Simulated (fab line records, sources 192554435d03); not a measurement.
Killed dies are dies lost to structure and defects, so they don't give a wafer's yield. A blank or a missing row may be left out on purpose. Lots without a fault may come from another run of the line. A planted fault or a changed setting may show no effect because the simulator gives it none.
fab line records | flow n5_finfet
record lots=7 wafers=21
route steps=1938 shown HKMG_FIN@402 GATE_CUT@480 MOL_CONTACT_COAG@565
start_h: hours from the record's first day to the start of the lot's first wafer shown | wait_h: hours since the lot's step before | " the same as in the row above | L1.1+2: a row that stands for several wafers | - no value, or no start given | * or withheld: withheld | < > ~ a bound
route shown NAME@n: a module of which the file shows steps, and the number in the route of the first | usual: mean/standard deviation of fault-free wafers | same: alike in all rows | chamber/n: place in a boat | sites: the reading at each site | _std_site: their standard deviation | _edge_site: outer sites' mean less inner sites' | radius_mm: how far each site lies from the wafer's centre | mask NAME#n: copy n | behind: the tool/chamber that last shaped the wafer | hold: why the lot was held/for how many hours/how that ended | device: the transistor (n, p or np) that didn't switch | end of line: the same wafers' tests at the end of the route | a step without rows: its recipe alone | killed: dies lost to structure and defects at the first sort, not the wafer's yield | map: a wafer's dies, x killed, . not, _ none there
set.NAME: the setting as run; set.NAME@STEP: as run at that earlier step | model.NAME: the simulator's own value behind a step, which no gauge read
lots whose settings were changed on purpose; a table a step, a row a wafer
## steps
# step N5_HKMG_FIN_ETCH_54
# recipe chemistry=CF4 target=SiARC target_depth_a=455 mask_material=CAR-ArF time_s=75.8 ion_energy_ev=80 pressure_mtorr=40 source_w=545 bias_w=36 Ar_flow_sccm=100 cf4_flow_sccm=100 ends=cleared
# usual etch_rf_on_time_s=75.9/1.5 rf_vpp_V=184.2/1.2
# columns lot.wafer tool chamber start_h wait_h set.source_w etch_rf_on_time_s rf_vpp_V
L074.2 rie_diel-01 0 70.47 0.0 545 78.5 185.5
L074.4 " 3 " " 545 73.7 184.9
L074.6 " 1 " " 545 76.3 183.2
L075.1 rie_diel-02 3 77.27 0.0 545 76.7 185.0
L075.3 " 1 " " 545 73.5 183.5
L075.6 " 3 " " 451.2 89.9 196.5
L077.3 rie_diel-01 3 89.55 0.0 609.8 68.0 178.6
L077.4 " 2 " " 545 75.8 186.2
L077.6 " 2 " " 609.8 68.4 178.1
L082.1 rie_diel-04 1 122.22 0.0 598.6 71.5 180.4
L082.2 " 2 " " 545 76.4 183.2
L082.3 " 3 " " 545 75.3 183.4
L086.2 rie_diel-04 3 144.22 0.0 545 74.7 183.4
L086.5 " 2 " " 545 76.2 184.2
L086.6 " 1 " " 477.5 87.8 193.9
L090.1 rie_diel-04 1 167.29 0.0 545 78.7 183.7
L090.3 " 3 " " 545 74.4 183.9
L090.5 " 3 " " 613 67.7 176.0
L092.1 rie_diel-02 3 179.54 0.0 545 76.6 185.4
L092.4 " 1 " " 545 74.5 182.8
L092.5 " 0 " " 545 74.7 183.3
# step N5_HKMG_FIN_ETCH_58
# recipe chemistry=N2/H2 target=SOC target_depth_a=2158 ion_energy_ev=50 bias_w=13 time_s=741 pressure_mtorr=30 source_w=875 n2_flow_sccm=200 h2_flow_sccm=200
# columns lot.wafer tool chamber start_h wait_h set.source_w model.etch.depth_nm model.SOC_of_HKMG_FIN_COAT_41.thk_nm model.HKMG_FIN.feature_depth_nm
L074.2 rie_diel-01 0 70.74 0.0 875 207.2 94.6 207.2
L074.4 " 3 " " 875 222.5 78 222.6
L074.6 " 1 " " 875 215.4 85 215.4
L075.1 rie_diel-02 3 77.54 0.0 807.4 197.1 103.8 197.2
L075.3 " 1 " " 875 217.9 83.8 218
L075.6 " 3 " " 875 213.7 87.8 213.8
L077.3 rie_diel-01 3 89.81 0.0 875 223.7 74.4 223.6
L077.4 " 2 " " 780.5 200.9 98 200.8
L077.6 " 2 " " 780.5 201.8 97.2 201.8
L082.1 rie_diel-04 1 122.49 0.0 809.6 194.1 106 194
L082.2 " 2 " " 875 214.6 86.6 214.6
L082.3 " 3 " " 875 218.5 82 218.4
L086.2 rie_diel-04 3 144.49 0.0 875 219.9 80.6 219.8
L086.5 " 2 " " 875 213.2 86.8 213.2
L086.6 " 1 " " 875 207.9 92.6 208
L090.1 rie_diel-04 1 167.56 0.0 875 208 93.2 208
L090.3 " 3 " " 875 219.5 80.6 219.6
L090.5 " 3 " " 875 220 79.8 220
L092.1 rie_diel-02 3 179.80 0.0 780 192.5 106.8 192.6
L092.4 " 1 " " 875 219.2 80 219.2
L092.5 " 0 " " 780 199.9 99.8 200
# step N5_GATE_CUT_COAT_27
# recipe resist=underlayer temp_c=205 time_s=60 spin_rpm=1500 resist_thk_nm=10
# columns lot.wafer tool chamber start_h wait_h set.spin_rpm model.underlayer_of_GATE_CUT_COAT_27.thk_nm
L074.2+4+6 litho_track-03 0 - - 1500 10
L075.1+3+6 litho_track-04 0 - - 1500 10
L077.3+4 litho_track-03 0 - - 1378 10.4
L077.6 " 0 " " 1500 10
L082.1+2 litho_track-01 0 - - 1500 10
L082.3 " 0 " " 1428 10.2
L086.2+5+6 litho_track-03 0 - - 1455 10.2
L090.1+3+5 litho_track-01 0 - - 1500 10
L092.1+4 litho_track-01 0 - - 1500 10
L092.5 " 0 " " 1357 10.6
# step N5_GATE_CUT_EXPOSE_10
# recipe mask_id=GATE_CUT na=0.33 source_shape=annular sigma_inner=0.35 sigma_outer=0.8 polarization=unpolarized target_cd_nm=20 dose_mj=43.25
# columns lot.wafer tool chamber start_h wait_h mask set.dose_mj
L074.2+4+6 euv_scanner-02 0 81.89 - GATE_CUT#0 43.25
L075.1 euv_scanner-02 0 90.83 - GATE_CUT#0 43.25
L075.3+6 " 0 " " GATE_CUT#0 45.25
L077.3 euv_scanner-02 0 101.66 - GATE_CUT#0 41.56
L077.4+6 " 0 " " GATE_CUT#0 43.25
L082.1 euv_scanner-02 0 133.53 - GATE_CUT#0 42.26
L082.2+3 " 0 " " GATE_CUT#0 43.25
L086.2 euv_scanner-02 0 156.69 - GATE_CUT#0 43.25
L086.5+6 " 0 " " GATE_CUT#0 45
L090.1 euv_scanner-01 0 178.69 - GATE_CUT#0 43.25
L090.3+5 " 0 " " GATE_CUT#0 40.92
L092.1+4+5 euv_scanner-01 0 191.34 - GATE_CUT#0 43.25
# step N5_GATE_CUT_PEB_11
# recipe peb_temp_c=100 peb_time_s=60 resist=CAR-EUV
# step N5_GATE_CUT_DEVELOP_12
# recipe develop_time_s=30 developer=TMAH resist=CAR-EUV rinse_liquid=surfactant_rinse dry=air_spin dev_temp_c=23
# step N5_GATE_CUT_CD_MEAS_13
# recipe target_cd_nm=20 landing_energy_ev=500 detector=se_inlens
# usual cd_nm=19.94/0.27
# columns lot.wafer tool chamber start_h wait_h set.dose_mj@GATE_CUT_EXPOSE_10 cd_nm
L074.2 cd_sem-02 0 82.02 - 43.25 20.01
L074.4 " 0 " " 43.25 20.22
L074.6 " 0 " " 43.25 20.04
L075.1 cd_sem-03 0 90.96 - 43.25 20.39
L075.3 " 0 " " 45.25 20.55
L075.6 " 0 " " 45.25 20.85
L077.3 cd_sem-02 0 101.78 - 41.56 18.97
L077.4 " 0 " " 43.25 20.07
L077.6 " 0 " " 43.25 19.76
L082.1 cd_sem-03 0 133.67 - 42.26 19.47
L082.2 " 0 " " 43.25 20.14
L082.3 " 0 " " 43.25 20.34
L086.2 cd_sem-02 0 156.82 - 43.25 19.98
L086.5 " 0 " " 45 21.22
L086.6 " 0 " " 45 20.71
L090.1 cd_sem-01 0 178.83 - 43.25 20.13
L090.3 " 0 " " 40.92 18.48
L090.5 " 0 " " 40.92 18.84
L092.1 cd_sem-02 0 191.47 - 43.25 19.86
L092.4 " 0 " " 43.25 19.74
L092.5 " 0 " " 43.25 20.05
# step N5_GATE_CUT_DESCUM_18
# recipe chemistry=O2 time_s=7 source_power_w=50 bias_power_w=20 pressure_mtorr=20 rf_frequency_hz=2.712e+07 temp_c=40 resist=CAR-EUV o2_flow_sccm=225
# columns lot.wafer tool chamber start_h wait_h set.dose_mj@GATE_CUT_EXPOSE_10 model.GATE_CUT.cd_nm
L074.2 rie_diel-06 3 82.14 0.0 43.25 19.8
L074.4 " 1 " " 43.25 19.6
L074.6 " 0 " " 43.25 20.2
L075.1 rie_diel-03 1 91.09 0.0 43.25 20
L075.3 " 3 " " 45.25 21
L075.6 " 1 " " 45.25 20.8
L077.3 rie_diel-06 0 101.90 0.0 41.56 19
L077.4 " 0 " " 43.25 19.8
L077.6 " 3 " " 43.25 19.6
L082.1 rie_diel-03 3 133.79 0.0 42.26 19.6
L082.2+3 " 0,1 " " 43.25 20.2
L086.2 rie_diel-05 2 156.94 0.0 43.25 20.2
L086.5+6 " 2,3 " " 45 21
L090.1 rie_diel-06 0 178.95 0.0 43.25 20.2
L090.3 " 1 " " 40.92 18.4
L090.5 " 0 " " 40.92 18.8
L092.1+4+5 rie_diel-05 3,1,0 191.66 0.1 43.25 20
# step N5_GATE_CUT_ETCH_28
# recipe chemistry=N2/H2 target=underlayer target_depth_a=130 mask_material=CAR-EUV time_s=10.4 ion_energy_ev=200 pressure_mtorr=30 source_w=840 bias_w=150 n2_flow_sccm=200 h2_flow_sccm=200 ends=cleared
# columns lot.wafer tool chamber start_h wait_h set.spin_rpm@GATE_CUT_COAT_27 model.CAR-EUV_of_GATE_CUT_COAT_07.thk_nm model.etch.depth_nm
L074.2 rie_diel-06 3 82.17 0.0 1500 14.6 9.96
L074.4 " 1 " " 1500 14.8 9.957
L074.6 " 0 " " 1500 14.6 9.979
L075.1 rie_diel-03 1 91.12 0.0 1500 14.6 10.03
L075.3 " 3 " " 1500 14.6 10.02
L075.6 " 1 " " 1500 14.6 10.01
L077.3 rie_diel-06 0 101.94 0.0 1378 14 10.42
L077.4 " 0 " " 1378 14 10.47
L077.6 " 3 " " 1500 14.6 10.01
L082.1 rie_diel-03 3 133.82 0.0 1500 14.6 10.01
L082.2 " 0 " " 1500 14.8 10.01
L082.3 " 1 " " 1428 14 10.28
L086.2 rie_diel-05 2 156.97 0.0 1455 14.4 10.14
L086.5 " 2 " " 1455 14.4 10.15
L086.6 " 3 " " 1455 14.6 10.12
L090.1 rie_diel-06 0 178.98 0.0 1500 14.6 9.995
L090.3 " 1 " " 1500 14.6 10.01
L090.5 " 0 " " 1500 14.6 9.981
L092.1 rie_diel-05 3 191.70 0.0 1500 14.6 10.04
L092.4 " 1 " " 1500 14.6 10.03
L092.5 " 0 " " 1357 13.8 10.53
# step N5_GATE_CUT_ETCH_36
# recipe chemistry=CF4 target=SiARC target_depth_a=130 mask_material=CAR-EUV time_s=21.7 ion_energy_ev=80 pressure_mtorr=40 source_w=545 bias_w=36 Ar_flow_sccm=100 cf4_flow_sccm=100 ends=cleared
# columns lot.wafer tool chamber start_h wait_h set.spin_rpm@GATE_CUT_COAT_27 model.CAR-EUV_of_GATE_CUT_COAT_07.thk_nm
L074.2+4+6 rie_diel-06 3,1,0 82.19 0.0 1500 7
L075.1+3+6 rie_diel-03 1,3,1 91.14 0.0 1500 7
L077.3+4 rie_diel-06 0 101.96 0.0 1378 6.4
L077.6 " 3 " " 1500 7
L082.1+2 rie_diel-03 3,0 133.84 0.0 1500 7
L082.3 " 1 " " 1428 6.4
L086.2 rie_diel-05 2 156.99 0.0 1455 6.6
L086.5 " 2 " " 1455 6.8
L086.6 " 3 " " 1455 7
L090.1+3+5 rie_diel-06 0,1,0 179.00 0.0 1500 7
L092.1+4 rie_diel-05 3,1 191.72 0.0 1500 7
L092.5 " 0 " " 1357 6
# step N5_GATE_CUT_ETCH_37
# recipe chemistry=N2/H2 target=SOC target_depth_a=600 overetch_a=120 mask_material=SiARC temp_c=40 time_s=90 ion_energy_ev=200 pressure_mtorr=30 source_w=840 bias_w=150 n2_flow_sccm=200 h2_flow_sccm=200
# columns lot.wafer tool chamber start_h wait_h set.dose_mj@GATE_CUT_EXPOSE_10 model.GATE_CUT.cd_nm
L074.2 rie_diel-06 3 82.22 0.0 43.25 19.8
L074.4 " 1 " " 43.25 19.6
L074.6 " 0 " " 43.25 20.2
L075.1 rie_diel-03 1 91.17 0.0 43.25 20.2
L075.3+6 " 3,1 " " 45.25 20.8
L077.3 rie_diel-06 0 101.98 0.0 41.56 19
L077.4 " 0 " " 43.25 19.8
L077.6 " 3 " " 43.25 19.6
L082.1 rie_diel-03 3 133.87 0.0 42.26 19.4
L082.2+3 " 0,1 " " 43.25 20.2
L086.2 rie_diel-05 2 157.02 0.0 43.25 20.6
L086.5 " 2 " " 45 21.4
L086.6 " 3 " " 45 21.2
L090.1 rie_diel-06 0 179.03 0.0 43.25 20.2
L090.3 " 1 " " 40.92 18.6
L090.5 " 0 " " 40.92 19
L092.1+5 rie_diel-05 3,0 191.74 0.0 43.25 20.2
L092.4 " 1 " " 43.25 19.8
# step N5_GATE_CUT_STRIP_38
# recipe chemistry=N2/H2 temp_c=40 n2_flow_sccm=200 h2_flow_sccm=200 rf_frequency_hz=6e+07
# step N5_GATE_CUT_STRIP_39
# recipe chemistry=N2/H2 temp_c=40 n2_flow_sccm=200 h2_flow_sccm=200 rf_frequency_hz=6e+07
# step N5_GATE_CUT_STRIP_41
# recipe chemistry=CF4 resist=SiARC power_w=300 bias_power_w=75 pressure_mtorr=50 cf4_flow_sccm=150 rf_frequency_hz=6e+07
# step N5_GATE_CUT_STRIP_42
# recipe chemistry=O2 power_w=400 temp_c=40 pressure_mtorr=30 rf_frequency_hz=6e+07 bias_power_w=0 overash_fraction=0.3 o2_flow_sccm=225
# step N5_GATE_CUT_ETCH_19
# recipe chemistry=CH3F/O2 target=SiNx mask_material=SiO2 target_depth_a=537 time_s=76.7 pressure_mtorr=30 source_w=395 bias_w=73 Ar_flow_sccm=150 CH3F_flow_sccm=30 O2_flow_sccm=20 ion_energy_ev=120 ends=cleared
# columns lot.wafer tool chamber start_h wait_h set.dose_mj@GATE_CUT_EXPOSE_10 model.GATE_CUT.cd_nm
L074.2 rie_diel-06 3 82.42 0.0 43.25 19.8
L074.4 " 1 " " 43.25 19.6
L074.6 " 0 " " 43.25 20.2
L075.1 rie_diel-03 1 91.37 0.0 43.25 20.4
L075.3+6 " 3,1 " " 45.25 21
L077.3 rie_diel-06 0 102.19 0.0 41.56 19
L077.4 " 0 " " 43.25 19.8
L077.6 " 3 " " 43.25 19.6
L082.1 rie_diel-03 3 134.08 0.0 42.26 19.6
L082.2 " 0 " " 43.25 20.4
L082.3 " 1 " " 43.25 20.2
L086.2 rie_diel-05 2 157.23 0.0 43.25 20.4
L086.5 " 2 " " 45 21.2
L086.6 " 3 " " 45 21.4
L090.1 rie_diel-06 0 179.24 0.0 43.25 20
L090.3 " 1 " " 40.92 18.8
L090.5 " 0 " " 40.92 19
L092.1 rie_diel-05 3 191.95 0.0 43.25 20.2
L092.4 " 1 " " 43.25 20
L092.5 " 0 " " 43.25 20.6
# step N5_MOL_CONTACT_COAG_COAT_76
# recipe resist=SiARC temp_c=220 time_s=60 spin_rpm=1500 resist_thk_nm=10
# columns lot.wafer tool chamber start_h wait_h set.spin_rpm model.SiARC_of_MOL_CONTACT_COAG_COAT_76.thk_nm
L074.2+4+6 litho_track-02 0 - - 1500 10
L075.1+3+6 litho_track-05 0 - - 1500 10
L077.3+4 litho_track-02 0 - - 1500 10
L077.6 " 0 " " 1610 9.8
L082.1+2+3 litho_track-02 0 - - 1500 10
L086.2+5+6 litho_track-02 0 - - 1500 10
L090.1+3 litho_track-02 0 - - 1500 10
L090.5 " 0 " " 1617 9.6
L092.1 litho_track-01 0 - - 1394 10.4
L092.4+5 " 0 " " 1500 10
# step N5_MOL_CONTACT_COAG_EXPOSE_81
# recipe mask_id=VG na=0.33 source_shape=annular sigma_inner=0.3 sigma_outer=0.7 polarization=unpolarized defocus_nm=0 dose_mj=59.5
# columns lot.wafer tool chamber start_h wait_h mask set.dose_mj
L074.2+4+6 euv_scanner-01 0 97.47 - VG#0 59.5
L075.1+6 euv_scanner-01 0 105.13 - VG#0 59.5
L075.3 " 0 " " VG#0 62.5
L077.3+4+6 euv_scanner-01 0 114.62 - VG#0 59.5
L082.1+2+3 euv_scanner-02 0 146.97 - VG#0 59.5
L086.2+5 euv_scanner-01 0 170.92 - VG#0 55.61
L086.6 " 0 " " VG#0 59.5
L090.1+3 euv_scanner-01 0 194.34 - VG#0 55.87
L090.5 " 0 " " VG#0 59.5
L092.1 euv_scanner-02 0 206.68 - VG#0 59.5
L092.4+5 " 0 " " VG#0 55.53
# step N5_MOL_CONTACT_COAG_PEB_82
# recipe peb_temp_c=100 peb_time_s=60 resist=CAR-EUV
# step N5_MOL_CONTACT_COAG_DEVELOP_83
# recipe develop_time_s=30 developer=TMAH resist=CAR-EUV rinse_liquid=surfactant_rinse dry=air_spin dev_temp_c=23
# step N5_MOL_CONTACT_COAG_CD_MEAS_84
# recipe target_cd_nm=25.1 landing_energy_ev=500 detector=se_inlens polarity=opening
# usual cd_nm=25.09/0.25
# columns lot.wafer tool chamber start_h wait_h set.dose_mj@MOL_CONTACT_COAG_EXPOSE_81 cd_nm
L074.2 cd_sem-03 0 97.60 - 59.5 25.05
L074.4 " 0 " " 59.5 24.95
L074.6 " 0 " " 59.5 24.96
L075.1 cd_sem-02 0 105.28 - 59.5 25.50
L075.3 " 0 " " 62.5 26.37
L075.6 " 0 " " 59.5 25.58
L077.3 cd_sem-02 0 114.75 - 59.5 25.19
L077.4 " 0 " " 59.5 24.83
L077.6 " 0 " " 59.5 25.04
L082.1 cd_sem-03 0 147.12 - 59.5 25.12
L082.2 " 0 " " 59.5 25.23
L082.3 " 0 " " 59.5 25.16
L086.2 cd_sem-03 0 171.06 - 55.61 23.23
L086.5 " 0 " " 55.61 23.64
L086.6 " 0 " " 59.5 25.06
L090.1 cd_sem-02 0 194.48 - 55.87 23.90
L090.3 " 0 " " 55.87 23.79
L090.5 " 0 " " 59.5 25.60
L092.1 cd_sem-03 0 206.83 - 59.5 25.21
L092.4 " 0 " " 55.53 23.58
L092.5 " 0 " " 55.53 23.75
# step N5_MOL_CONTACT_COAG_DESCUM_88
# recipe chemistry=O2 time_s=7 source_power_w=50 bias_power_w=20 pressure_mtorr=20 rf_frequency_hz=2.712e+07 temp_c=40 resist=CAR-EUV o2_flow_sccm=225
# step N5_MOL_CONTACT_COAG_ETCH_89
# recipe chemistry=N2/H2 target=underlayer target_depth_a=130 mask_material=CAR-EUV time_s=10.4 ion_energy_ev=200 pressure_mtorr=30 source_w=840 bias_w=150 n2_flow_sccm=200 h2_flow_sccm=200 ends=cleared
# step N5_MOL_CONTACT_COAG_ETCH_90
# recipe chemistry=CF4 target=SiARC target_depth_a=130 mask_material=CAR-EUV time_s=21.7 ion_energy_ev=80 pressure_mtorr=40 source_w=545 bias_w=36 Ar_flow_sccm=100 cf4_flow_sccm=100 ends=cleared
# columns lot.wafer tool chamber start_h wait_h set.spin_rpm@MOL_CONTACT_COAG_COAT_76 model.etch.depth_nm
L074.2 rie_diel-02 3 97.78 0.0 1500 10.03
L074.4 " 0 " " 1500 10.05
L074.6 " 2 " " 1500 10.02
L075.1 rie_diel-04 2 105.45 0.0 1500 9.987
L075.3 " 1 " " 1500 10
L075.6 " 2 " " 1500 9.979
L077.3 rie_diel-02 3 114.92 0.0 1500 10.02
L077.4 " 2 " " 1500 10.01
L077.6 " 3 " " 1610 9.707
L082.1 rie_diel-02 0 147.29 0.0 1500 9.926
L082.2+3 " 2,1 " " 1500 9.954
L086.2 rie_diel-02 2 171.23 0.0 1500 9.985
L086.5 " 2 " " 1500 9.974
L086.6 " 3 " " 1500 9.982
L090.1 rie_diel-02 1 194.66 0.0 1500 9.961
L090.3 " 0 " " 1500 9.996
L090.5 " 3 " " 1617 9.636
L092.1 rie_diel-01 2 207.05 0.0 1394 10.34
L092.4 " 3 " " 1500 9.984
L092.5 " 2 " " 1500 10
# step N5_MOL_CONTACT_COAG_ALD_133
# recipe material=SiO2 target_thk_a=50 temp_c=100 ald_precursor_family=BDEAS ald_co_reactant=O2-plasma pulse_time_s=1 co_reactant_pulse_time_s=1 purge_time_s=2 co_reactant_purge_time_s=2 ald_cycles=35 pressure_torr=2
# columns lot.wafer tool chamber start_h wait_h set.ald_cycles model.SiO2_of_MOL_CONTACT_COAG_ALD_133.thk_nm
L074.2+4+6 ald_sin-01 0,3,0 99.41 0.3 35 5
L075.1+6 ald_sin-02 2,0 106.78 0.1 30 4.2
L075.3 " 1 " " 30 4.4
L077.3+4+6 ald_sin-01 0,3,3 116.39 0.1 35 5
L082.1+2 ald_sin-01 1,0 148.62 0.1 37 5.2
L082.3 " 3 " " 35 5
L086.2+6 ald_sin-01 0 173.16 0.1 39 5.6
L086.5 " 1 " " 35 5
L090.1+3+5 ald_sin-04 2,1,2 196.44 0.1 35 5
L092.1+4 ald_sin-04 0,1 208.71 0.1 30 4.2
L092.5 " 0 " " 35 5
# step N5_MOL_CONTACT_COAG_VIA_ETCH_117
# recipe chemistry=C4F6/O2 target_depth_a=400 overetch_a=80 mask_material=SOC target=SiO2 bias_w=455 pressure_mtorr=10 time_s=26 source_w=325 Ar_flow_sccm=300 C4F6_flow_sccm=10 O2_flow_sccm=10 ion_energy_ev=575.3 ends=end_point
# usual rf_vpp_V=1580/30
# columns lot.wafer tool chamber start_h wait_h set.bias_w rf_vpp_V
L074.2 rie_diel-04 1 100.04 0.0 455 1537
L074.4 " 3 " " 455 1579
L074.6 " 1 " " 455 1535
L075.1 rie_diel-01 0 107.12 0.0 455 1615
L075.3 " 1 " " 455 1603
L075.6 " 3 " " 455 1571
L077.3 rie_diel-01 2 116.72 0.0 415.6 1523
L077.4 " 1 " " 455 1604
L077.6 " 3 " " 455 1570
L082.1 rie_diel-04 2 148.96 0.0 385.4 1377
L082.2 " 3 " " 455 1579
L082.3 " 1 " " 385.4 1354
L086.2 rie_diel-04 0 173.63 0.0 455 1619
L086.5 " 2 " " 423.6 1478
L086.6 " 1 " " 423.6 1455
L090.1 rie_diel-02 2 196.77 0.0 417.3 1435
L090.3 " 0 " " 455 1563
L090.5 " 2 " " 455 1531
L092.1 rie_diel-02 2 209.05 0.0 417.5 1435
L092.4 " 1 " " 455 1587
L092.5 " 2 " " 417.5 1437
## key
split step=N5_HKMG_FIN_ETCH_54 setting=source_w stated=545 by=wafer
response step=N5_HKMG_FIN_ETCH_54 reading=etch_rf_on_time_s change=* per=1% r=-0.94
response step=N5_HKMG_FIN_ETCH_54 reading=rf_vpp_V change=-0.659 per=1% r=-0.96
split step=N5_HKMG_FIN_ETCH_58 setting=source_w stated=875 by=wafer
response step=N5_HKMG_FIN_ETCH_58 reading=model.etch.depth_nm change=+2.29 per=1% r=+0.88
response step=N5_HKMG_FIN_ETCH_58 reading=model.SOC_of_HKMG_FIN_COAT_41.thk_nm change=-2.3 per=1% r=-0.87
response step=N5_HKMG_FIN_ETCH_58 reading=model.HKMG_FIN.feature_depth_nm change=+2.29 per=1% r=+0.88
split step=N5_GATE_CUT_COAT_27 setting=spin_rpm stated=1500 by=wafer
response step=N5_GATE_CUT_COAT_27 reading=model.underlayer_of_GATE_CUT_COAT_27.thk_nm change=-0.0552 per=1% r=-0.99
response step=N5_GATE_CUT_ETCH_28 reading=model.CAR-EUV_of_GATE_CUT_COAT_07.thk_nm change=+0.0881 per=1% r=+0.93
response step=N5_GATE_CUT_ETCH_28 reading=model.etch.depth_nm change=-0.0533 per=1% r=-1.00
response step=N5_GATE_CUT_ETCH_36 reading=model.CAR-EUV_of_GATE_CUT_COAT_07.thk_nm change=+0.096 per=1% r=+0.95
split step=N5_GATE_CUT_EXPOSE_10 setting=dose_mj stated=43.25 by=wafer
response step=N5_GATE_CUT_CD_MEAS_13 reading=cd_nm change=+0.215 per=1% r=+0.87
response step=N5_GATE_CUT_DESCUM_18 reading=model.GATE_CUT.cd_nm change=+0.231 per=1% r=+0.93
response step=N5_GATE_CUT_ETCH_37 reading=model.GATE_CUT.cd_nm change=+0.203 per=1% r=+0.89
response step=N5_GATE_CUT_ETCH_19 reading=model.GATE_CUT.cd_nm change=+0.191 per=1% r=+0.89
split step=N5_MOL_CONTACT_COAG_COAT_76 setting=spin_rpm stated=1500 by=wafer
response step=N5_MOL_CONTACT_COAG_COAT_76 reading=model.SiARC_of_MOL_CONTACT_COAG_COAT_76.thk_nm change=-0.0451 per=1% r=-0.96
response step=N5_MOL_CONTACT_COAG_ETCH_90 reading=model.etch.depth_nm change=-0.0448 per=1% r=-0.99
split step=N5_MOL_CONTACT_COAG_EXPOSE_81 setting=dose_mj stated=59.5 by=wafer
response step=N5_MOL_CONTACT_COAG_CD_MEAS_84 reading=cd_nm change=+0.238 per=1% r=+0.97
split step=N5_MOL_CONTACT_COAG_ALD_133 setting=ald_cycles stated=35 by=wafer
response step=N5_MOL_CONTACT_COAG_ALD_133 reading=model.SiO2_of_MOL_CONTACT_COAG_ALD_133.thk_nm change=+0.0529 per=1% r=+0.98
split step=N5_MOL_CONTACT_COAG_VIA_ETCH_117 setting=bias_w stated=455 by=wafer
response step=N5_MOL_CONTACT_COAG_VIA_ETCH_117 reading=rf_vpp_V change=+14.3 per=1% r=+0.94
